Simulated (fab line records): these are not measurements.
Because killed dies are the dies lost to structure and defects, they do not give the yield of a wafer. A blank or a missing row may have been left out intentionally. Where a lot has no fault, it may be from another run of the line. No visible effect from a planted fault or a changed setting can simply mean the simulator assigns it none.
fab line records    flow n5-finfet
record lots=12  wafers=33  last-day=20
route steps=1938 shown WELL_APT@31 PASSIVATION@1936
lots untouched by any fault: they come from a run of this same line in which no faults occurred
start-h: start of the lot's first displayed wafer, in hours after the record's first day    wait-h: time in hours since the lot's previous step    " unchanged from the row above    L1.1+2: several wafers, shown together as one row    - either no value or no given start    * or withheld: withheld    < > ~ a bound
route shown NAME@n: names a module that has steps shown in the file, with the first one's number in the route    usual: average and standard deviation across the fault-free wafers    same: alike in all rows    chamber/n: place in a boat    sites: each site's reading    _std_site: standard deviation across them    _edge_site: mean of outer sites minus mean of inner sites    radius-mm: how far each site lies from the wafer's centre    mask NAME#n: copy n    behind: the last tool/chamber to shape the wafer    hold: the reason the lot was held/the length of the hold in hours/how it ended    device: transistor that didn't switch, given as n, p or np    end of line: tests run on the same wafers once the route is complete    for a step that has no rows: nothing shown but its recipe    killed: at the first sort, the dies lost to defects and structure; wafer yield is something else    map: shows each die of a wafer: x if killed, . if not, _ if none is there
set.NAME: the setting as run; set.NAME@STEP: as run at that earlier step    model.NAME: the simulator's own value behind a step, which no gauge read
one table for each step of the route and one row for each wafer, over a sample of lots
services: a tool's chamber out of use, with start hour (start-h, from the record's first day; less than 0 if before it), hours out, and reason
## steps
# step N5_WELL_APT_DESCUM_13
# recipe chemistry=O2  time-s=7.9  source-power-w=50  bias-power-w=20  pressure-mtorr=20  rf-frequency-hz=2.712e+07  temp-c=40  o2-flow-sccm=225
# usual drypump-motor-current-A=5.6/0.41  oes-product-au=0.78/0.064  rf-vpp-V=243.0/1.5  showerhead-plenum-p-Torr=2.09/0.073  throttle-valve-pct=20.43/0.23
lot.wafer  tool         chamber  start-h  wait-h  drypump-motor-current-A  oes-product-au  rf-hours-counter-h  rf-vpp-V  showerhead-plenum-p-Torr  throttle-valve-pct
L331.3     rie-diel-05  0        20.16    0.0     5.2                      0.79            136                 241.8     1.98                      20.00
L331.5     "            2        "        "       5.2                      0.74            -                   244.5     2.15                      20.27
L331.6     "            1        "        "       6.2                      0.83            -                   243.6     2.12                      20.76
L332.4     rie-diel-01  3        26.09    0.0     5.0                      0.81            83                  241.3     2.04                      20.57
L332.5     "            2        "        "       5.1                      0.75            -                   242.0     2.09                      20.50
L335.1     rie-diel-04  1        43.66    0.0     6.1                      0.75            131                 241.7     2.01                      20.55
L335.4     "            2        "        "       5.6                      0.70            245                 243.9     2.13                      20.79
L335.6     "            3        "        "       5.5                      0.81            -                   242.7     2.05                      20.52
L336.1     rie-diel-05  2        49.66    0.0     5.3                      0.73            175                 245.6     2.15                      20.28
L336.3     "            0        "        "       5.1                      0.78            145                 240.5     1.98                      20.01
L336.6     "            1        "        "       6.1                      0.82            -                   242.6     2.12                      20.76
L337.2     rie-diel-01  2        55.90    0.0     5.1                      0.75            163                 242.9     2.08                      20.50
L337.3     "            3        "        "       5.1                      0.80            93                  242.4     2.04                      20.58
L337.4     "            1        "        "       5.8                      0.86            66                  243.9     2.21                      20.06
L345.2     rie-diel-05  0        103.88   0.0     5.1                      0.77            161                 242.2     1.97                      20.04
L345.6     "            2        "        "       5.3                      0.71            -                   245.3     2.14                      20.32
L346.1     rie-diel-01  1        109.79   0.0     5.8                      0.82            88                  244.3     2.20                      20.10
L346.3     "            2        "        "       5.1                      0.72            184                 242.3     2.08                      20.52
L346.5     "            2        "        "       5.1                      0.73            -                   243.1     2.08                      20.53
L347.1     rie-diel-05  2        115.92   0.0     5.3                      0.71            195                 244.3     2.14                      20.34
L347.4     "            3        "        "       5.5                      0.69            210                 241.3     2.00                      20.43
L347.5     "            3        "        "       5.5                      0.69            -                   241.5     2.00                      20.42
L348.1     rie-diel-01  2        122.72   0.0     5.2                      0.73            188                 242.2     2.07                      20.53
L348.3     "            0        "        "       6.2                      0.70            216                 244.3     2.18                      20.71
L348.5     "            2        "        "       5.1                      0.73            -                   242.8     2.07                      20.55
L349.3     rie-diel-05  0        128.31   0.4     5.2                      0.75            169                 240.7     1.97                      20.04
L349.6     "            3        "        "       5.5                      0.67            -                   241.2     2.00                      20.45
L350.4     rie-diel-05  2        133.77   0.0     5.3                      0.71            201                 243.3     2.14                      20.33
L350.5     "            3        "        "       5.4                      0.69            -                   241.3     2.00                      20.44
L350.6     "            0        "        "       5.2                      0.76            -                   243.4     1.97                      20.07
L353.1     rie-diel-04  1        152.07   0.5     6.2                      0.72            171                 240.8     2.00                      20.61
L353.4     "            2        "        "       5.6                      0.91            25                  244.1     2.11                      20.39
L353.6     "            2        "        "       5.6                      0.92            -                   243.5     2.11                      20.40
# step N5_WELL_APT_OVL_MEAS_26
# recipe points-per-wafer=44
# usual PWELL_OVL=2/5.8
lot.wafer  tool        chamber  start-h  wait-h  PWELL_OVL[nm]
L331.3     overlay-01  0        21.23    0.0     6
L331.5     "           0        "        "       12
L331.6     "           0        "        "       3
L332.4     overlay-02  0        27.16    0.0     9
L332.5     "           0        "        "       20
L335.1     overlay-01  0        44.85    0.0     8
L335.4     "           0        "        "       -1
L335.6     "           0        "        "       -1
L336.1     overlay-02  0        50.74    0.0     4
L336.3     "           0        "        "       7
L336.6     "           0        "        "       7
L337.2     overlay-01  0        56.96    0.0     -6
L337.3     "           0        "        "       -10
L337.4     "           0        "        "       0
L345.2     overlay-02  0        105.09   0.0     6
L345.6     "           0        "        "       6
L346.1     overlay-01  0        111.00   0.0     3
L346.3     "           0        "        "       1
L346.5     "           0        "        "       0
L347.1     overlay-01  0        117.00   0.0     1
L347.4     "           0        "        "       -6
L347.5     "           0        "        "       -1
L348.1     overlay-01  0        123.82   0.0     -7
L348.3     "           0        "        "       -6
L348.5     "           0        "        "       -4
L349.3     overlay-02  0        129.54   0.0     -1
L349.6     "           0        "        "       6
L350.4     overlay-01  0        134.86   0.0     2
L350.5     "           0        "        "       1
L350.6     "           0        "        "       6
L353.1     overlay-02  0        153.28   0.0     7
L353.4     "           0        "        "       5
L353.6     "           0        "        "       -4
# step N5_WELL_APT_DESCUM_30
# recipe chemistry=O2  time-s=7.9  source-power-w=50  bias-power-w=20  pressure-mtorr=20  rf-frequency-hz=2.712e+07  temp-c=40  o2-flow-sccm=225
# usual drypump-motor-current-A=5.6/0.41  oes-product-au=0.77/0.06  rf-vpp-V=243.0/1.5  showerhead-plenum-p-Torr=2.09/0.075  throttle-valve-pct=20.44/0.24
lot.wafer  tool         chamber  start-h  wait-h  drypump-motor-current-A  oes-product-au  rf-hours-counter-h  rf-vpp-V  showerhead-plenum-p-Torr  throttle-valve-pct
L331.3     rie-diel-01  1        21.39    0.1     5.8                      0.87            55                  244.3     2.21                      20.06
L331.5     "            2        "        "       5.1                      0.76            -                   242.5     2.09                      20.51
L331.6     "            1        "        "       5.8                      0.87            -                   245.9     2.21                      20.04
L332.4     rie-diel-04  2        27.21    0.0     5.6                      0.70            238                 244.1     2.13                      20.79
L332.5     "            0        "        "       5.8                      0.84            -                   243.1     2.15                      20.13
L335.1     rie-diel-01  3        44.98    0.1     5.0                      0.80            90                  242.1     2.04                      20.57
L335.4     "            1        "        "       5.8                      0.86            62                  244.4     2.21                      20.05
L335.6     "            0        "        "       6.2                      0.72            -                   244.2     2.19                      20.69
L336.1     rie-diel-01  2        50.80    0.0     5.1                      0.75            161                 243.3     2.08                      20.51
L336.3     "            0        "        "       6.3                      0.73            189                 246.0     2.19                      20.68
L336.6     "            1        "        "       5.8                      0.86            -                   244.1     2.21                      20.08
L337.2     rie-diel-05  2        57.02    0.0     5.3                      0.73            178                 243.1     2.15                      20.30
L337.3     "            1        "        "       6.2                      0.81            94                  244.1     2.11                      20.77
L337.4     "            0        "        "       5.2                      0.79            147                 242.0     1.98                      20.00
L345.2     rie-diel-04  3        105.15   0.0     5.5                      0.79            124                 241.9     2.04                      20.57
L345.6     "            2        "        "       5.6                      0.95            -                   242.4     2.12                      20.37
L346.1     rie-diel-05  2        111.06   0.0     5.3                      0.71            193                 244.0     2.14                      20.32
L346.3     "            3        "        "       5.5                      0.70            208                 242.5     2.00                      20.42
L346.5     "            0        "        "       5.1                      0.76            -                   240.6     1.97                      20.05
L347.1     rie-diel-01  0        117.06   0.0     6.2                      0.70            215                 244.3     2.18                      20.71
L347.4     "            3        "        "       5.1                      0.78            117                 241.4     2.03                      20.62
L347.5     "            0        "        "       6.2                      0.70            -                   242.1     2.18                      20.74
L348.1     rie-diel-04  1        123.93   0.1     6.2                      0.73            160                 242.8     2.00                      20.61
L348.3     "            2        "        "       5.6                      0.96            14                  245.0     2.12                      20.38
L348.5     "            0        "        "       5.8                      0.81            -                   242.4     2.13                      20.17
L349.3     rie-diel-05  1        129.63   0.1     6.2                      0.80            116                 242.3     2.11                      20.79
L349.6     "            0        "        "       5.1                      0.76            -                   242.7     1.97                      20.06
L350.4     rie-diel-05  3        134.92   0.0     5.5                      0.68            215                 241.1     2.00                      20.44
L350.5     "            3        "        "       5.5                      0.69            -                   242.2     2.00                      20.44
L350.6     "            2        "        "       5.3                      0.71            -                   244.0     2.14                      20.32
L353.1     rie-diel-04  3        153.34   0.0     5.5                      0.76            141                 241.9     2.04                      20.59
L353.4     "            1        "        "       6.1                      0.73            171                 240.2     2.00                      20.62
L353.6     "            2        "        "       5.6                      0.93            -                   243.9     2.11                      20.40
# step N5_WELL_APT_IMPLANT_31
# recipe species=B  energy-kev=60  dose-cm2=1.5e+13  tilt-deg=0  rotation-deg=0
# usual dose-ions-cm2=1.5e+13/1.7e+10  faraday-current-uA=191/3.7
lot.wafer  tool          chamber  start-h  wait-h  dose-ions-cm2  faraday-current-uA
L331.3     implanter-02  0        21.55    0.1     1.498e+13      189
L331.5     "             0        "        "       1.4959e+13     188
L331.6     "             0        "        "       1.5012e+13     192
L332.4     implanter-02  0        27.40    0.2     1.5008e+13     185
L332.5     "             0        "        "       1.4977e+13     188
L335.1     implanter-02  0        45.08    0.1     2.1344e+13     263
L335.4     "             0        "        "       2.1378e+13     264
L335.6     "             0        "        "       2.1363e+13     275
L336.1     implanter-02  0        50.90    0.1     2.1338e+13     279
L336.3     "             0        "        "       2.134e+13      260
L336.6     "             0        "        "       2.1361e+13     276
L337.2     implanter-02  0        57.15    0.1     2.1325e+13     271
L337.3     "             0        "        "       2.1347e+13     267
L337.4     "             0        "        "       2.1302e+13     269
L345.2     implanter-01  0        105.28   0.1     1.4979e+13     194
L345.6     "             0        "        "       1.5017e+13     193
L346.1     implanter-02  0        111.16   0.1     1.5014e+13     186
L346.3     "             0        "        "       1.5007e+13     190
L346.5     "             0        "        "       1.4991e+13     193
L347.1     implanter-02  0        117.16   0.1     1.5016e+13     191
L347.4     "             0        "        "       1.4997e+13     197
L347.5     "             0        "        "       1.5026e+13     192
L348.1     implanter-01  0        124.03   0.1     1.4973e+13     189
L348.3     "             0        "        "       1.5013e+13     189
L348.5     "             0        "        "       1.4985e+13     193
L349.3     implanter-02  0        129.79   0.1     1.5005e+13     188
L349.6     "             0        "        "       1.4972e+13     194
L350.4     implanter-01  0        135.10   0.2     1.5009e+13     186
L350.5     "             0        "        "       1.5033e+13     185
L350.6     "             0        "        "       1.5023e+13     195
L353.1     implanter-02  0        153.44   0.1     1.4993e+13     192
L353.4     "             0        "        "       1.4984e+13     187
L353.6     "             0        "        "       1.4998e+13     188
# step N5_PASSIVATION_PROBE_49
# usual killed_at_M0_to_M3=36/10  killed_at_M4_up=14/5.2  killed-at-contacts=12/6  killed-at-front-end=37/10  killed-at-other=4/3.3  killed-dies=104/18  killed-open=68/14  killed-short=34/7.4
# same gross-dies=1180  killed-at-back-side=0
lot.wafer  tool       chamber  start-h  wait-h  killed_at_M0_to_M3  killed_at_M4_up  killed-at-contacts  killed-at-front-end  killed-at-other  killed-dies  killed-open  killed-short
L337.2     prober-01  -        378.03   0.1     28                  11               13                  42                   4                98           64           32
L337.3     prober-01  -        378.08   0.1     39                  25               12                  39                   4                119          88           30
L337.4     prober-01  -        378.13   0.2     24                  18               8                   37                   5                92           59           32
L345.2     prober-01  -        399.11   0.1     49                  10               7                   40                   8                114          75           31
L345.6     prober-01  -        399.31   0.3     23                  13               3                   28                   3                70           49           20
L349.3     prober-01  -        439.15   0.1     40                  12               3                   29                   5                89           55           34
L349.6     prober-01  -        439.30   0.3     47                  10               9                   48                   2                116          65           51
L348.1     prober-02  -        439.42   0.0     50                  14               10                  46                   8                128          91           36
L348.3     prober-02  -        439.52   0.1     40                  9                16                  45                   4                114          86           28
L348.5     prober-02  -        439.62   0.2     46                  11               7                   29                   6                99           68           29
L350.4     prober-02  -        460.19   0.2     42                  10               7                   22                   0                81           54           26
L350.5     prober-02  -        460.24   0.2     42                  10               6                   27                   1                86           55           30
L350.6     prober-02  -        460.29   0.3     54                  9                16                  23                   1                103          72           30
L346.1     prober-01  -        470.34   0.0     36                  12               9                   43                   1                101          64           35
L353.1     prober-01  -        478.20   0.0     42                  11               3                   34                   7                97           57           39
L353.4     prober-01  -        478.35   0.2     32                  16               13                  49                   6                116          72           43
L353.6     prober-01  -        478.45   0.3     41                  11               5                   36                   2                95           68           25
# killed by level:class
L337.2 FIN_SAQP:geometric-particle:short=15 BEOL_M2:geometric-particle:open=13 FIN_SAQP:geometric-particle:open=11 MOL_CONTACT_COAG:geometric-particle:open=11 STI_FIN_REVEAL:geometric-particle:open=8 BEOL_M3:geometric-particle:open=6 BEOL_M0_SAQP:geometric-particle:short=4 BEOL_M0_SAQP:geometric-particle:open=3
L337.3 BEOL_M4:geometric-particle:open=16 MOL_CONTACT_COAG:geometric-particle:open=10 BEOL_M0_SAQP:geometric-particle:open=9 BEOL_M2:geometric-particle:open=9 FIN_SAQP:geometric-particle:open=8 STI_FIN_REVEAL:geometric-particle:open=8 BEOL_M1:geometric-particle:open=7 FIN_SAQP:geometric-particle:short=6
L337.4 STI_FIN_REVEAL:geometric-particle:open=8 BEOL_M0_SAQP:geometric-particle:short=7 MOL_CONTACT_COAG:geometric-particle:open=6 BEOL_M0_SAQP:geometric-particle:open=6 BEOL_M4:geometric-particle:open=6 DUMMY_GATE:geometric-particle:open=5 GATE_CUT:geometric-particle:short=5 BEOL_M3:geometric-particle:open=4
L345.2 BEOL_M0_SAQP:geometric-particle:open=15 BEOL_M3:geometric-particle:open=11 BEOL_M0_SAQP:geometric-particle:short=8 HKMG_FIN:area-etch=8 MOL_CONTACT_COAG:geometric-particle:open=7 FIN_SAQP:geometric-particle:open=6 BEOL_M4:geometric-particle:open=6 STI_FIN_REVEAL:geometric-particle:open=5
L345.6 BEOL_M0_SAQP:geometric-particle:open=7 BEOL_M3:geometric-particle:open=7 FIN_SAQP:geometric-particle:open=6 BEOL_M4:geometric-particle:open=6 GATE_CUT:geometric-particle:short=5 STI_FIN_REVEAL:geometric-particle:open=4 BEOL_M0_SAQP:geometric-particle:short=4 FIN_SAQP:geometric-particle:short=3
L349.3 BEOL_M0_SAQP:geometric-particle:short=11 FIN_SAQP:geometric-particle:open=10 BEOL_M3:geometric-particle:open=9 DUMMY_GATE:geometric-particle:open=7 BEOL_M0_SAQP:geometric-particle:open=7 BEOL_M1:geometric-particle:open=5 FIN_SAQP:geometric-particle:short=3 BEOL_M2:geometric-particle:open=3
L349.6 BEOL_M0_SAQP:geometric-particle:short=19 BEOL_M0_SAQP:geometric-particle:open=13 FIN_SAQP:geometric-particle:open=11 DUMMY_GATE:geometric-particle:open=10 FIN_SAQP:geometric-particle:short=9 MOL_CONTACT_COAG:geometric-particle:open=6 BEOL_M5:geometric-particle:open=5 BEOL_M2:geometric-particle:open=4
L348.1 BEOL_M2:geometric-particle:open=20 STI_FIN_REVEAL:geometric-particle:open=15 BEOL_M1:geometric-particle:open=11 MOL_CONTACT_COAG:geometric-particle:open=8 FIN_SAQP:geometric-particle:open=7 BEOL_M0_SAQP:geometric-particle:open=6 BEOL_M0_SAQP:geometric-particle:short=5 BEOL_M5:geometric-particle:open=5
L348.3 BEOL_M1:geometric-particle:open=15 MOL_CONTACT_COAG:geometric-particle:open=12 BEOL_M2:geometric-particle:open=11 STI_FIN_REVEAL:geometric-particle:open=10 FIN_SAQP:geometric-particle:open=9 BEOL_M3:geometric-particle:open=6 FIN_SAQP:geometric-particle:short=4 STI_FIN_REVEAL:geometric-particle:short=4
L348.5 BEOL_M0_SAQP:geometric-particle:short=8 BEOL_M1:geometric-particle:open=8 BEOL_M2:geometric-particle:open=8 BEOL_M3:geometric-particle:open=8 MOL_CONTACT_COAG:geometric-particle:open=6 BEOL_M0_SAQP:geometric-particle:open=6 FIN_SAQP:geometric-particle:open=5 GATE_CUT:geometric-particle:open=5
L350.4 BEOL_M3:geometric-particle:open=8 BEOL_M3:geometric-particle:short=7 BEOL_M1:geometric-particle:open=7 BEOL_M0_SAQP:geometric-particle:open=6 MOL_CONTACT_COAG:geometric-particle:open=6 BEOL_M2:geometric-particle:open=6 BEOL_M1:geometric-particle:short=5 FIN_SAQP:geometric-particle:open=4
L350.5 BEOL_M3:geometric-particle:open=14 BEOL_M1:geometric-particle:open=9 MOL_CONTACT_COAG:geometric-particle:open=6 BEOL_M0_SAQP:geometric-particle:short=6 FIN_SAQP:geometric-particle:open=5 GATE_CUT:geometric-particle:short=5 BEOL_M0_SAQP:geometric-particle:open=5 ILD0:geometric-particle:short=4
L350.6 MOL_CONTACT_COAG:geometric-particle:open=14 BEOL_M3:geometric-particle:open=13 BEOL_M0_SAQP:geometric-particle:open=10 BEOL_M0_SAQP:geometric-particle:short=9 BEOL_M2:geometric-particle:open=9 BEOL_M1:geometric-particle:open=5 GATE_CUT:geometric-particle:short=4 BEOL_M3:geometric-particle:short=4
L346.1 BEOL_M2:geometric-particle:open=12 STI_FIN_REVEAL:geometric-particle:open=11 FIN_SAQP:geometric-particle:open=9 FIN_SAQP:geometric-particle:short=6 BEOL_M0_SAQP:geometric-particle:open=6 GATE_CUT:geometric-particle:short=5 MOL_CONTACT_COAG:geometric-particle:open=5 BEOL_M4:geometric-particle:open=5
L353.1 BEOL_M0_SAQP:geometric-particle:short=10 BEOL_M3:geometric-particle:open=9 BEOL_M0_SAQP:geometric-particle:open=8 STI_FIN_REVEAL:geometric-particle:open=7 FIN_SAQP:geometric-particle:short=6 FIN_SAQP:geometric-particle:open=5 BEOL_M1:geometric-particle:open=5 DUMMY_GATE:geometric-particle:open=4
L353.4 STI_FIN_REVEAL:geometric-particle:open=23 BEOL_M0_SAQP:geometric-particle:short=10 MOL_CONTACT_COAG:geometric-particle:open=8 STI_FIN_REVEAL:geometric-particle:short=6 BEOL_M1:geometric-particle:open=6 GATE_CUT:geometric-particle:open=5 MOL_CONTACT_COAG:geometric-particle:short=5 FIN_SAQP:geometric-particle:short=4
L353.6 BEOL_M3:geometric-particle:open=11 BEOL_M2:geometric-particle:open=8 BEOL_M0_SAQP:geometric-particle:open=6 FIN_SAQP:geometric-particle:open=5 STI_FIN_REVEAL:geometric-particle:open=5 DUMMY_GATE:geometric-particle:open=5 GATE_CUT:geometric-particle:open=5 MOL_CONTACT_COAG:geometric-particle:open=5
## services
tool          chamber  start-h  hours  kind
implanter-01  -        24.84    3.1    repair
implanter-01  -        30.98    4.1    repair
rie-diel-04   2        60.97    -      clean
rie-diel-04   2        60.97    -      consumable-replace:focus-ring
rie-diel-04   2        60.97    17.9   scheduled-down
rie-diel-04   2        60.97    17.9   vent-cycle
implanter-02  -        60.98    2.0    repair
implanter-02  -        63.10    2.8    repair
implanter-01  -        79.25    3.4    pm
implanter-01  -        83.25    1.6    repair
implanter-02  -        119.03   5.2    pm
implanter-02  -        144.35   3.0    repair
## key
first-sign step=N5_WELL_APT_IMPLANT_31  reading=dose-ions-cm2  direction=up  sigmas=99+  usual=1.5e+13  struck=2.1344e+13
effect step=N5_WELL_APT_IMPLANT_31  reading=faraday-current-uA  direction=up  sigmas=21  usual=191  struck=269
met-at N5_WELL_APT_IMPLANT_31
struck-lots L335,L336,L337
tester-left-out L335,L336,L337
not-acting-at N5_WELL_APT_DESCUM_13,N5_WELL_APT_OVL_MEAS_26,N5_WELL_APT_DESCUM_30
onset-between 27.40 45.08
fault kind=process-parameter-drift  tool=implanter-02  chamber=-  onset-h=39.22  steps=N5_WELL_APT_IMPLANT_31  channel=dose-cm2  offset=6.349e+12  shape=step  end-h=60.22  acts-in=these-recipes-only  stated=1.5e+13
# tester-left-out: of these lots the tester's yield and bins aren't shown, on N5 and GAA mostly nor the transistor test; their killed dies are dies lost to structure and defects alone, not to doping, threshold or leakage, so they don't give the yield
